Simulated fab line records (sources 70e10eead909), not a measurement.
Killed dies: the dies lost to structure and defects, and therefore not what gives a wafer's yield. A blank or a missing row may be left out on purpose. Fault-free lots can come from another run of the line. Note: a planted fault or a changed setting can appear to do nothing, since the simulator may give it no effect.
fab line records    flow nandHarc
record lots=6  wafers=18  lastDay=24
route steps=1159 shown A_CONTACT@896 END@1159
lots untouched by any fault: they come from a run of this same line in which no faults occurred
startH: the number of hours between the record's first day and the start of the first shown wafer of the lot    waitH: how many hours have passed since the lot's step before this one    " unchanged from the row above    L1.1+2: one row covering several wafers at once    - value missing, or start not given    * or withheld: withheld    < > ~ a bound
route shown NAME@n: NAME is a module with steps in the file, n the number in the route of the first one    usual: mean and standard deviation over wafers with no fault    same: alike in all rows    chamber/n: place in a boat    sites: the reading at each site    _std_site: how widely they spread, as a standard deviation    _edge_site: the outer-site mean with the inner-site mean subtracted    radiusMm: for every site, how far away it sits from the centre of the wafer    mask NAME#n: copy n    behind: the last tool/chamber to shape the wafer    hold: the reason the lot was held/the length of the hold in hours/how it ended    device: the transistor (n, p or np) that didn't switch    end of line: at the end of the route, the tests of the same wafers    for a step that has no rows: nothing shown but its recipe    killed: at the first sort, the dies lost to defects and structure; wafer yield is something else    map: shows each die of a wafer: x if killed, . if not, _ if none is there
set.NAME: the setting that was run; set.NAME@STEP: the one run at that earlier step    model.NAME: the simulator's own value behind a step, which no gauge read
lots seen at some steps along the route; tables by step, rows by wafer
services: the hour from which a tool's chamber was out of use, counted from the record's first day as startH (under 0 if before that day), plus the number of hours and why
## steps
# step NHARC_A_CONTACT_CD_MEAS_69
# recipe targetCdNm=200  landingEnergyEv=500
# usual cdNm=200.1/0.56
lot.wafer  tool      chamber  startH  waitH  cdNm
L991.4     cdSem-03  0        377.02  -      200.0
L991.5     "         0        "       "      200.2
L991.6     "         0        "       "      200.3
L993.2     cdSem-01  0        390.22  -      200.6
L993.3     "         0        "       "      200.2
L993.5     "         0        "       "      200.9
L103.1     cdSem-01  0        449.94  -      199.8
L103.2     "         0        "       "      199.9
L103.5     "         0        "       "      200.0
L106.1     cdSem-03  0        462.77  -      198.9
L106.2     "         0        "       "      199.2
L106.4     "         0        "       "      200.4
L107.1     cdSem-03  0        480.38  -      200.1
L107.3     "         0        "       "      200.6
L107.4     "         0        "       "      200.0
L113.1     cdSem-02  0        504.04  -      199.3
L113.2     "         0        "       "      199.8
L113.3     "         0        "       "      199.2
# step NHARC_A_CONTACT_OVL_MEAS_70
# usual overlayXNm=0.0/0.77  overlayYNm=0.2/1
lot.wafer  tool        chamber  startH  waitH  overlayXNm  overlayYNm
L991.4     overlay-02  -        377.10  -      0.4         1.9
L991.5     "           -        "       "      0.6         1.7
L991.6     "           -        "       "      0.4         2.0
L993.2     overlay-01  -        390.31  -      -1.0        0.8
L993.3     "           -        "       "      -1.5        0.7
L993.5     "           -        "       "      -0.8        0.1
L103.1     overlay-01  -        450.02  -      1.0         -1.1
L103.2     "           -        "       "      0.3         -0.6
L103.5     "           -        "       "      0.1         -1.0
L106.1     overlay-02  -        462.86  -      0.1         -0.4
L106.2     "           -        "       "      0.1         0.0
L106.4     "           -        "       "      -0.4        0.1
L107.1     overlay-02  -        480.47  -      0.8         0.7
L107.3     "           -        "       "      0.8         1.0
L107.4     "           -        "       "      1.1         0.5
L113.1     overlay-02  -        504.13  -      -1.4        -0.5
L113.2     "           -        "       "      -0.5        -1.8
L113.3     "           -        "       "      -0.9        -0.8
# step NHARC_A_CONTACT_INSPECT_71
# usual rawDefectCount=29/15
lot.wafer  tool              chamber  startH  waitH  rawDefectCount
L991.4     defectInspect-02  -        377.14  0.0    12
L991.5     "                 -        "       "      12
L991.6     "                 -        "       "      10
L993.2     defectInspect-02  -        390.35  0.0    30
L993.3     "                 -        "       "      19
L993.5     "                 -        "       "      21
L103.1     defectInspect-01  -        450.06  0.0    35
L103.2     "                 -        "       "      24
L103.5     "                 -        "       "      32
L106.1     defectInspect-01  -        462.90  0.0    11
L106.2     "                 -        "       "      10
L106.4     "                 -        "       "      11
L107.1     defectInspect-01  -        480.50  0.0    48
L107.3     "                 -        "       "      50
L107.4     "                 -        "       "      52
L113.1     defectInspect-02  -        504.17  0.0    13
L113.2     "                 -        "       "      18
L113.3     "                 -        "       "      18
# step NHARC_A_CONTACT_DESCUM_74
# recipe timeS=3  o2FlowSccm=200  arFlowSccm=0  biasPowerW=0  chemistry=O2
# step NHARC_A_CONTACT_ETCH_75
# recipe targetDepthA=390  overEtchFrac=0.3  timeS=65  ionEnergyEv=80  cf4FlowSccm=150  arFlowSccm=0  rfW=300  biasW=100  chemistry=CF4
# step NHARC_A_CONTACT_ETCH_76
# recipe targetDepthA=2600  overEtchFrac=0.3  timeS=475.3  ionEnergyEv=200  n2FlowSccm=150  h2FlowSccm=150  arFlowSccm=0  rfW=400  biasW=150  chemistry=N2/H2
# step NHARC_A_CONTACT_ETCH_77
# recipe targetDepthA=726  timeS=36.3  cf4FlowSccm=100  chf3FlowSccm=30  arFlowSccm=0  rfW=500  biasW=200  chemistry=CF4/CHF3
# step NHARC_A_CONTACT_ETCH_78
# recipe targetDepthA=28000  overEtchFrac=0.3  timeS=728  ionEnergyEv=150  o2FlowSccm=400  cosFlowSccm=20  arFlowSccm=0  rfW=500  biasW=300  chemistry=O2/COS
# step NHARC_A_CONTACT_ETCH_124
# recipe sourceW=withheld  pressureMtorr=20  biasV=withheld  timeS=140  targetDepthA=7000  arFlowSccm=withheld  c4f8FlowSccm=withheld  o2FlowSccm=withheld  chemistry=C4F8/O2/Ar
# step NHARC_A_CONTACT_ETCH_125
# recipe sourceW=withheld  pressureMtorr=20  biasV=1200  timeS=155  targetDepthA=9560  arFlowSccm=withheld  c4f8FlowSccm=withheld  o2FlowSccm=withheld  chemistry=C4F8/O2/Ar
# usual oesAirLineAu=1.002/0.022
lot.wafer  tool           chamber  startH  waitH  oesAirLineAu  rfHoursCounterH
L991.4     harCapEtch-01  1        378.80  0.1    0.984         -
L991.5     "              0        "       "      0.977         -
L991.6     "              1        "       "      0.996         -
L993.2     harCapEtch-03  0        391.83  0.2    1.034         87
L993.3     "              1        "       "      1.014         -
L993.5     "              1        "       "      1.042         -
L103.2     harCapEtch-01  1        451.52  0.2    1.015         67
L103.1     "              0        "       "      0.993         67
L103.5     "              0        "       "      0.975         -
L106.1     harCapEtch-03  1        464.29  0.2    0.994         99
L106.2     "              0        "       "      1.012         99
L106.4     "              1        "       "      1.002         -
L107.1     harCapEtch-03  1        481.90  0.2    0.989         103
L107.3     "              1        "       "      0.982         -
L107.4     "              0        "       "      0.997         -
L113.2     harCapEtch-01  0        505.56  0.2    0.975         77
L113.1     "              1        "       "      1.012         77
L113.3     "              1        "       "      1.018         -
# step NHARC_A_CONTACT_ETCH_126
# recipe sourceW=withheld  pressureMtorr=20  biasV=1200  timeS=155  targetDepthA=9560  arFlowSccm=withheld  c4f8FlowSccm=withheld  o2FlowSccm=withheld  chemistry=C4F8/O2/Ar
# step NHARC_A_CONTACT_ETCH_127
# recipe sourceW=withheld  pressureMtorr=20  biasV=1200  timeS=155  targetDepthA=9560  arFlowSccm=withheld  c4f8FlowSccm=withheld  o2FlowSccm=withheld  chemistry=C4F8/O2/Ar
# usual oesAirLineAu=0.999/0.02
lot.wafer  tool           chamber  startH  waitH  oesAirLineAu  rfHoursCounterH
L991.4     harCapEtch-01  1        379.08  0.1    1.001         -
L991.5     "              0        "       "      0.997         -
L991.6     "              1        "       "      0.970         -
L993.2     harCapEtch-03  0        392.21  0.2    1.008         87
L993.3     "              1        "       "      0.999         -
L993.5     "              1        "       "      0.972         -
L103.2     harCapEtch-01  1        451.90  0.2    0.984         68
L103.1     "              0        "       "      0.995         68
L103.5     "              0        "       "      1.003         -
L106.1     harCapEtch-03  1        464.57  0.1    0.997         99
L106.2     "              0        "       "      0.991         99
L106.4     "              1        "       "      0.958         -
L107.1     harCapEtch-03  1        482.18  0.1    1.001         103
L107.3     "              1        "       "      1.015         -
L107.4     "              0        "       "      0.964         -
L113.2     harCapEtch-01  0        505.85  0.1    1.007         77
L113.1     "              1        "       "      0.963         77
L113.3     "              1        "       "      0.968         -
# step NHARC_A_CONTACT_ETCH_128
# recipe sourceW=withheld  pressureMtorr=20  biasV=1200  timeS=155  targetDepthA=9560  arFlowSccm=withheld  c4f8FlowSccm=withheld  o2FlowSccm=withheld  chemistry=C4F8/O2/Ar
# usual oesAirLineAu=0.998/0.021
lot.wafer  tool           chamber  startH  waitH  oesAirLineAu  rfHoursCounterH
L991.4     harCapEtch-01  1        379.22  0.1    0.983         -
L991.5     "              0        "       "      0.989         -
L991.6     "              1        "       "      1.007         -
L993.2     harCapEtch-03  0        392.40  0.2    0.996         88
L993.3     "              1        "       "      0.980         -
L993.5     "              1        "       "      0.991         -
L103.2     harCapEtch-01  1        452.09  0.2    0.992         68
L103.1     "              0        "       "      0.995         68
L103.5     "              0        "       "      0.984         -
L106.1     harCapEtch-03  1        464.71  0.1    1.016         99
L106.2     "              0        "       "      1.003         99
L106.4     "              1        "       "      0.986         -
L107.1     harCapEtch-03  1        482.32  0.1    1.017         103
L107.3     "              1        "       "      0.999         -
L107.4     "              0        "       "      1.014         -
L113.2     harCapEtch-01  0        505.99  0.1    0.988         77
L113.1     "              1        "       "      1.030         77
L113.3     "              1        "       "      1.003         -
# step NHARC_A_CONTACT_ETCH_129
# recipe sourceW=withheld  pressureMtorr=20  biasV=1200  timeS=155  targetDepthA=9560  arFlowSccm=withheld  c4f8FlowSccm=withheld  o2FlowSccm=withheld  chemistry=C4F8/O2/Ar
# step NHARC_A_CONTACT_ETCH_130
# recipe sourceW=withheld  pressureMtorr=20  biasV=1200  timeS=155  targetDepthA=9560  arFlowSccm=withheld  c4f8FlowSccm=withheld  o2FlowSccm=withheld  chemistry=C4F8/O2/Ar
# usual oesAirLineAu=1.003/0.021
lot.wafer  tool           chamber  startH  waitH  oesAirLineAu  rfHoursCounterH
L991.4     harCapEtch-01  1        379.50  0.1    1.021         -
L991.5     "              0        "       "      0.999         -
L991.6     "              1        "       "      1.017         -
L993.2     harCapEtch-03  0        392.79  0.2    0.997         88
L993.3     "              1        "       "      1.028         -
L993.5     "              1        "       "      1.020         -
L103.2     harCapEtch-01  1        452.47  0.2    0.998         68
L103.1     "              0        "       "      0.996         68
L103.5     "              0        "       "      1.011         -
L106.1     harCapEtch-03  1        464.99  0.1    0.998         99
L106.2     "              0        "       "      1.006         99
L106.4     "              1        "       "      0.975         -
L107.1     harCapEtch-03  1        482.60  0.1    1.008         103
L107.3     "              1        "       "      1.015         -
L107.4     "              0        "       "      1.020         -
L113.2     harCapEtch-01  0        506.27  0.1    1.029         77
L113.1     "              1        "       "      0.986         77
L113.3     "              1        "       "      0.995         -
# step NHARC_A_CONTACT_ETCH_131
# recipe sourceW=withheld  pressureMtorr=20  biasV=1200  timeS=155  targetDepthA=9560  arFlowSccm=withheld  c4f8FlowSccm=withheld  o2FlowSccm=withheld  chemistry=C4F8/O2/Ar
# step NHARC_A_CONTACT_ETCH_132
# recipe sourceW=withheld  pressureMtorr=20  biasV=1200  timeS=156  targetDepthA=9580  arFlowSccm=withheld  c4f8FlowSccm=withheld  o2FlowSccm=withheld  chemistry=C4F8/O2/Ar
# usual oesAirLineAu=1.001/0.021
lot.wafer  tool           chamber  startH  waitH  oesAirLineAu  rfHoursCounterH
L991.4     harCapEtch-01  1        379.79  0.1    0.985         -
L991.5     "              0        "       "      1.013         -
L991.6     "              1        "       "      1.009         -
L993.2     harCapEtch-03  0        393.16  0.2    1.016         88
L993.3     "              1        "       "      1.001         -
L993.5     "              1        "       "      1.026         -
L103.2     harCapEtch-01  1        452.85  0.2    1.016         68
L103.1     "              0        "       "      0.965         68
L103.5     "              0        "       "      0.987         -
L106.1     harCapEtch-03  1        465.28  0.1    0.977         100
L106.2     "              0        "       "      1.024         100
L106.4     "              1        "       "      0.963         -
L107.1     harCapEtch-03  1        482.89  0.1    1.027         103
L107.3     "              1        "       "      1.028         -
L107.4     "              0        "       "      1.033         -
L113.2     harCapEtch-01  0        506.56  0.1    0.983         78
L113.1     "              1        "       "      0.998         78
L113.3     "              1        "       "      1.011         -
# step NHARC_A_CONTACT_ETCH_133
# recipe sourceW=withheld  pressureMtorr=20  biasV=400  timeS=195  targetDepthA=8400  arFlowSccm=withheld  c4f8FlowSccm=11.5  o2FlowSccm=7.2  chemistry=C4F8/O2/Ar
# usual oesAirLineAu=1.002/0.019
lot.wafer  tool           chamber  startH  waitH  oesAirLineAu  rfHoursCounterH
L991.4     harCapEtch-01  1        380.00  0.2    1.023         -
L991.5     "              0        "       "      1.033         -
L991.6     "              1        "       "      1.030         -
L993.2     harCapEtch-03  0        393.37  0.2    1.016         88
L993.3     "              1        "       "      0.985         -
L993.5     "              1        "       "      1.005         -
L103.2     harCapEtch-01  1        453.04  0.2    0.994         68
L103.1     "              0        "       "      1.009         68
L103.5     "              0        "       "      1.005         -
L106.1     harCapEtch-03  1        465.42  0.1    1.023         100
L106.2     "              0        "       "      1.019         100
L106.4     "              1        "       "      1.014         -
L107.1     harCapEtch-03  1        483.03  0.1    0.979         104
L107.3     "              1        "       "      0.991         -
L107.4     "              0        "       "      1.030         -
L113.2     harCapEtch-01  0        506.70  0.1    0.996         78
L113.1     "              1        "       "      1.009         78
L113.3     "              1        "       "      1.003         -
# step NHARC_A_CONTACT_ETCH_91
# recipe targetDepthA=400  overEtchFrac=0.5  timeS=85.7  ionEnergyEv=120  ch3fFlowSccm=50  o2FlowSccm=30  arFlowSccm=200  rfW=500  biasW=100  chemistry=CH3F/O2
# step NHARC_A_CONTACT_ETCH_97
# recipe targetDepthA=200  overEtchFrac=0.5  timeS=10  ionEnergyEv=250  c4f6FlowSccm=25  o2FlowSccm=20  arFlowSccm=500  rfW=600  biasW=500  chemistry=C4F6/O2
# step NHARC_A_CONTACT_CD_MEAS_80
# usual cdNm=189.4/0.82
lot.wafer  tool      chamber  startH  waitH  cdNm
L991.4     cdSem-02  -        380.67  -      190.6
L991.5     "         -        "       "      190.1
L991.6     "         -        "       "      191.0
L993.2     cdSem-03  -        394.12  -      188.5
L993.3     "         -        "       "      189.0
L993.5     "         -        "       "      188.7
L103.1     cdSem-01  -        453.92  -      190.1
L103.2     "         -        "       "      189.5
L103.5     "         -        "       "      190.6
L106.1     cdSem-03  -        466.24  -      188.5
L106.2     "         -        "       "      188.3
L106.4     "         -        "       "      188.5
L107.1     cdSem-03  -        483.81  -      189.8
L107.3     "         -        "       "      189.5
L107.4     "         -        "       "      190.0
L113.1     cdSem-02  -        507.59  -      189.5
L113.2     "         -        "       "      189.4
L113.3     "         -        "       "      188.1
# step NHARC_A_CONTACT_STRIP_103
# recipe n2FlowSccm=150  h2FlowSccm=150  arFlowSccm=0  biasW=0  chemistry=N2/H2
# step NHARC_A_CONTACT_STRIP_104
# recipe cf4FlowSccm=100  chf3FlowSccm=30  arFlowSccm=0  biasW=0  chemistry=CF4/CHF3
# step NHARC_A_CONTACT_STRIP_105
# recipe o2FlowSccm=400  cosFlowSccm=20  arFlowSccm=0  biasW=0  chemistry=O2/COS
# step NHARC_A_CONTACT_ETCH_106
# recipe targetDepthA=600  overetchA=60  timeS=33  ionEnergyEv=100  cf4FlowSccm=80  o2FlowSccm=20  arFlowSccm=0  rfW=300  biasW=100  chemistry=CF4/O2
# step NHARC_A_CONTACT_STRIP_82
# recipe o2FlowSccm=500  arFlowSccm=0  biasW=0  chemistry=O2
# step NHARC_A_CONTACT_STRIP_83
# recipe timeS=600  tempC=30  chemistry=postEtchResidueRemover
# step NHARC_A_CONTACT_DEP_84
# recipe targetThkA=20000  tempC=400  material=aC
# step NHARC_A_CONTACT_DEP_85
# recipe targetThkA=500  targetThkNm=50  tempC=400  pressureTorr=3.5  flowSccm=200  rfW=350  material=SiON
# step NHARC_A_CONTACT_DEHYDRATE_00
# recipe tempC=150  timeS=120
# step NHARC_A_CONTACT_HMDS_01
# recipe timeS=30
# step NHARC_A_CONTACT_COAT_86
# recipe tempC=260  timeS=75
# step NHARC_A_CONTACT_COAT_87
# recipe tempC=225  timeS=65
# step NHARC_A_CONTACT_COAT_02
# recipe spinRpm=1500  resistThkNm=90
# step NHARC_A_CONTACT_SOFTBAKE_03
# recipe tempC=105  timeS=55
# step NHARC_A_CONTACT_EBR_04
# step NHARC_A_CONTACT_EXPOSE_05
# recipe na=1.35  sigmaOuter=0.8  doseMj=84.24  maskId=A_CC
# step NHARC_A_CONTACT_PEB_06
# recipe pebTempC=100  pebTimeS=65
# step NHARC_A_CONTACT_DEVELOP_07
# recipe developTimeS=35  devTempC=23
# step NHARC_A_CONTACT_CD_MEAS_08
# recipe targetCdNm=100  landingEnergyEv=500
# usual cdNm=100.3/0.47
lot.wafer  tool      chamber  startH  waitH  cdNm
L991.4     cdSem-02  0        384.14  -      99.7
L991.5     "         0        "       "      100.8
L991.6     "         0        "       "      99.9
L993.2     cdSem-02  0        401.84  -      99.5
L993.3     "         0        "       "      99.5
L993.5     "         0        "       "      100.2
L103.1     cdSem-03  0        456.80  -      101.0
L103.2     "         0        "       "      99.9
L103.5     "         0        "       "      100.3
L106.1     cdSem-02  0        469.39  -      100.0
L106.2     "         0        "       "      99.6
L106.4     "         0        "       "      99.6
L107.1     cdSem-02  0        490.52  -      101.1
L107.3     "         0        "       "      100.6
L107.4     "         0        "       "      100.5
L113.1     cdSem-01  0        511.72  -      99.3
L113.2     "         0        "       "      99.8
L113.3     "         0        "       "      99.2
# step NHARC_A_CONTACT_OVL_MEAS_09
# usual overlayXNm=-0.1/1.1  overlayYNm=0.2/0.74
lot.wafer  tool        chamber  startH  waitH  overlayXNm  overlayYNm
L991.4     overlay-01  -        384.24  -      -0.5        0.3
L991.5     "           -        "       "      -0.3        0.7
L991.6     "           -        "       "      -0.7        0.2
L993.2     overlay-02  -        401.93  -      -0.9        0.2
L993.3     "           -        "       "      -1.3        0.1
L993.5     "           -        "       "      -0.8        0.3
L103.1     overlay-01  -        456.89  -      0.9         -0.5
L103.2     "           -        "       "      0.9         -0.8
L103.5     "           -        "       "      1.3         0.0
L106.1     overlay-01  -        469.49  -      -0.2        1.2
L106.2     "           -        "       "      -0.5        1.8
L106.4     "           -        "       "      -0.4        1.3
L107.1     overlay-02  -        490.61  -      -0.9        1.3
L107.3     "           -        "       "      -0.5        0.9
L107.4     "           -        "       "      -0.3        1.1
L113.1     overlay-02  -        511.80  -      0.4         0.0
L113.2     "           -        "       "      0.7         -0.5
L113.3     "           -        "       "      0.4         -0.2
# step NHARC_END_SORT_01
# recipe tempC=25
# usual killedAtArray=25/9.2  killedAtOther=0.9/1.3  killedAtPeriphery=3.3/2.3  killedDies=29/9.6  killedOpen=3.2/1.8  killedShort=2/1.4
# same grossDies=677
lot.wafer  tool       chamber  startH  waitH  killedAtArray  killedAtOther  killedAtPeriphery  killedDies  killedOpen  killedShort
L993.2     prober-01  0        459.81  2.8    31             0              6                  37          5           4
L993.3     prober-01  0        460.60  3.1    30             0              4                  34          6           3
L993.5     prober-01  0        462.18  3.7    21             0              5                  26          3           2
L103.1     prober-02  0        520.08  2.5    29             1              7                  37          2           4
L103.2     prober-02  0        520.87  2.8    28             0              2                  30          2           2
L103.5     prober-02  0        523.25  3.7    28             0              4                  32          1           1
L106.1     prober-01  0        529.50  2.5    14             6              3                  23          3           4
L106.2     prober-01  0        530.31  2.8    113            3              3                  119         1           2
L106.4     prober-01  0        531.91  3.4    14             1              6                  21          3           1
L107.1     prober-01  0        551.66  2.5    34             0              6                  40          2           5
L107.3     prober-01  0        553.28  3.1    46             0              7                  53          5           2
L107.4     prober-01  0        554.09  3.4    135            0              3                  138         0           0
# killed by level:class
L993.2 A_CHANNEL_HOLE_D1:chamberFilmFlake=13 A_CONTACT:chamberFilmFlake=7 A_WL_FILL:chamberFilmFlake=3 P_M0:geometricParticle:open=2 A_CHANNEL_FILL_D1:geometricParticle:open=2 A_STAIRCASE:chamberFilmFlake=2 A_SLIT:chamberFilmFlake=2 P_STI:geometricParticle:short=1
L993.3 A_CHANNEL_HOLE_D1:chamberFilmFlake=12 A_CONTACT:chamberFilmFlake=5 A_M0:geometricParticle:open=4 P_M1:chamberFilmFlake=3 A_STAIRCASE:chamberFilmFlake=3 A_WL_FILL:chamberFilmFlake=2 P_CONTACT:geometricParticle:open=1 A_ONON_D1:geometricParticle:short=1
L993.5 A_CHANNEL_HOLE_D1:chamberFilmFlake=10 P_M1:chamberFilmFlake=4 A_CONTACT:chamberFilmFlake=4 A_WL_FILL:chamberFilmFlake=2 P_GATE:geometricParticle:open=1 A_CHANNEL_FILL_D1:geometricParticle:short=1 A_CONTACT:geometricParticle:open=1 A_CONTACT:geometricParticle:short=1
L103.1 A_CHANNEL_HOLE_D1:chamberFilmFlake=17 P_ZERO_WELL:chamberFilmFlake=4 P_GATE:chamberFilmFlake=2 A_STAIRCASE:chamberFilmFlake=2 A_WL_FILL:chamberFilmFlake=2 A_CONTACT:chamberFilmFlake=2 P_BONDPAD:geometricParticle:open=1 A_STAIRCASE:geometricParticle:short=1
L103.2 A_CHANNEL_HOLE_D1:chamberFilmFlake=18 P_ZERO_WELL:chamberFilmFlake=2 A_CONTACT:chamberFilmFlake=2 A_SOURCE_PLATE:geometricParticle:open=1 A_SOURCE_PLATE:geometricParticle:short=1 A_ONON_D1:geometricParticle:short=1 A_CHANNEL_FILL_D1:geometricParticle:open=1 A_ZERO_WELL:chamberFilmFlake=1
L103.5 A_CHANNEL_HOLE_D1:chamberFilmFlake=17 A_ZERO_WELL:chamberFilmFlake=4 A_CONTACT:chamberFilmFlake=3 P_GATE:chamberFilmFlake=2 A_BLC:geometricParticle:open=1 A_BLC:geometricParticle:short=1 P_ZERO_WELL:chamberFilmFlake=1 P_STI:chamberFilmFlake=1
L106.1 THIN_TSV:chamberFilmFlake=6 A_CHANNEL_HOLE_D1:chamberFilmFlake=3 A_STAIRCASE:chamberFilmFlake=3 A_CONTACT:chamberFilmFlake=2 P_GATE:geometricParticle:open=1 P_M0:geometricParticle:open=1 A_CHANNEL_FILL_D1:geometricParticle:short=1 A_CHANNEL_FILL_D1:geometricParticle:open=1
L106.2 A_CONTACT:unspecified=104 A_CHANNEL_HOLE_D1:chamberFilmFlake=3 THIN_TSV:chamberFilmFlake=3 P_CONTACT:chamberFilmFlake=2 A_STAIRCASE:chamberFilmFlake=2 A_CHANNEL_FILL_D1:geometricParticle:open=1 A_CHANNEL_FILL_D1:geometricParticle:short=1 A_WL_FILL:geometricParticle:short=1
L106.4 A_CHANNEL_HOLE_D1:chamberFilmFlake=5 A_STAIRCASE:chamberFilmFlake=3 A_CONTACT:chamberFilmFlake=3 P_CONTACT:chamberFilmFlake=2 P_GATE:geometricParticle:short=1 P_M0:geometricParticle:open=1 P_M1:geometricParticle:open=1 A_CONTACT:geometricParticle:open=1
L107.1 A_CHANNEL_HOLE_D1:chamberFilmFlake=16 A_SLIT:chamberFilmFlake=10 A_CONTACT:chamberFilmFlake=3 A_WL_FILL:geometricParticle:short=2 P_ZERO_WELL:chamberFilmFlake=2 P_CONTACT:chamberFilmFlake=2 P_M2:geometricParticle:open=1 P_M2:geometricParticle:short=1
L107.3 A_CHANNEL_HOLE_D1:chamberFilmFlake=23 A_SLIT:chamberFilmFlake=15 A_CONTACT:chamberFilmFlake=4 P_CONTACT:geometricParticle:open=2 P_CONTACT:chamberFilmFlake=2 P_M0:geometricParticle:open=1 A_ONON_D1:geometricParticle:short=1 A_CHANNEL_FILL_D1:geometricParticle:open=1
L107.4 A_CONTACT:unspecified=109 A_CHANNEL_HOLE_D1:chamberFilmFlake=13 A_SLIT:chamberFilmFlake=13 P_M1:chamberFilmFlake=2 P_ZERO_WELL:chamberFilmFlake=1
# map L106.2 (x killed, . not)
____________.____________
_________.x....._________
_______.......xx.._______
______.......x.xxxx______
_____........xxxxxxx_____
____.........xxxxxxxx____
____........xxxxxxxxx____
___.........xxxxxxxxxx___
___........xxxxxxxxxx.___
__.........xxxxxxxxxx..__
__.........xxxxxxxxxx..__
_............xxxxxxxx..._
_............xxxxxxx.x.._
_...........x.xxxxxxx..._
_..........x..xxxxxx...._
_......x........xxxx...._
..x...........x..........
...........x.............
....................x....
.........................
.........................
_......................._
_......................._
_......................._
_......................._
_......................._
__.......x.............__
__.....................__
___....x..............___
___..x.x..............___
____...x.............____
____...x.............____
_____..............._____
______x............______
_______..........._______
_________......._________
____________.____________
# map L107.4 (x killed, . not)
____________.____________
_________......._________
_______.......x.xx_______
______.......xxxxxx______
_____........xxxxxxx_____
____.........xxxxxxx.____
____........xxxxxxxxx____
___.........xxxxxxxxxx___
___..........xxxxxxxxx___
__...........xxxxxxxxx.__
__..........xxxxxxxxx..__
_..........xxxxxxxxxxx.._
_..........x.xxxxxxx.x.._
_............xxxxxxxx..._
_.............xx.xx.x.x._
_.............xxx.xx...._
.................x.......
..............x........x.
...................x.....
.........................
.........................
_......................._
_......................._
_......................._
_....x.................._
_......................._
__.....................__
__......x..............__
___....x..............___
___...................___
____.xx..............____
____x.xx.............____
_____.xxx..x........_____
______.xxx....x....______
_______xx.xx....x._______
_________..xxxx._________
____________x____________
## services
tool           chamber  startH  hours  kind
harCapEtch-03  -        496.44  0.7    repair
## key
firstSign step=NHARC_END_SORT_01  reading=killedAtArray  direction=up  sigmas=11  usual=25  struck=124
effect step=NHARC_END_SORT_01  reading=killedDies  direction=up  sigmas=10  usual=29  struck=128
moreKillsBornAt NHARC_A_CONTACT_ETCH_128@harCapEtch-03=208
metAt NHARC_A_CONTACT_ETCH_128
struckWafers L106.2,L107.4
testerLeftOut L106,L107
onsetBetween 392.40 464.71
fault kind=chamberParticleSource  tool=harCapEtch-03  chamber=0  onsetH=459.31  steps=NHARC_A_CONTACT_ETCH_128  ratePerVisitCm2=2.1378  endH=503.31
# testerLeftOut: of these lots the tester's yield and bins aren't shown, on N5 and GAA mostly nor the transistor test; their killed dies are dies lost to structure and defects alone, not to doping, threshold or leakage, so they don't give the yield
